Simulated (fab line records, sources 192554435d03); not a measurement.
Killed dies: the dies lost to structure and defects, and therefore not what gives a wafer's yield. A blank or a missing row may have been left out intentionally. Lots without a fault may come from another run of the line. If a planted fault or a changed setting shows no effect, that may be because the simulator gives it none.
Chamber matching	flow n5_finfet	N5_BEOL_M5_ETCH_68 on rie_diel-03 has 3 sister chambers
The step etches SOC in N2/H2, target depth 80 nm, overetch 16 nm, time 120 s. 3 wafers are shown with their chamber, then 5 later ones without.

WAFERS, EACH WITH ITS CHAMBER
wafer	chamber	showerhead_plenum_p_Torr (Torr)
L078.4	2	2.41
L086.6	0	2.48
L092.5	3	2.52

WAFERS WITH NO CHAMBER GIVEN
wafer	showerhead_plenum_p_Torr (Torr)
L093.1	2.47
L093.3	2.51
L093.6	2.47
L097.2	2.51
L097.6	2.72

WHICH CHAMBER EACH ONE RAN IN
wafer	from the rows above	in truth
L093.1	can't be placed: 0 or 3 or 2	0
L093.3	can't be placed: 3 or 0 or 2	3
L093.6	can't be placed: 0 or 3 or 2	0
L097.2	can't be placed: 3 or 0 or 2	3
L097.6	can't be placed: 3 or 0 or 2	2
Correct placement for 0 of the 5. Can't be placed from these rows: 5 (the true chamber is among the candidates in 5). Number placed wrongly: 0.
How it was worked out, from the rows above alone: a wafer's distance from a chamber is the root of the sum, over the readings, of the square of ((its reading less the chamber's mean) divided by the reading's scatter). The wafer belongs to the nearest chamber; if the next one is less than 2 further off, it can't be placed. Each chamber's mean is taken over the wafers shown for it. The scatter: with one shown wafer a chamber, the root of the mean of the squares of how far each hidden wafer lies from its nearest shown one.
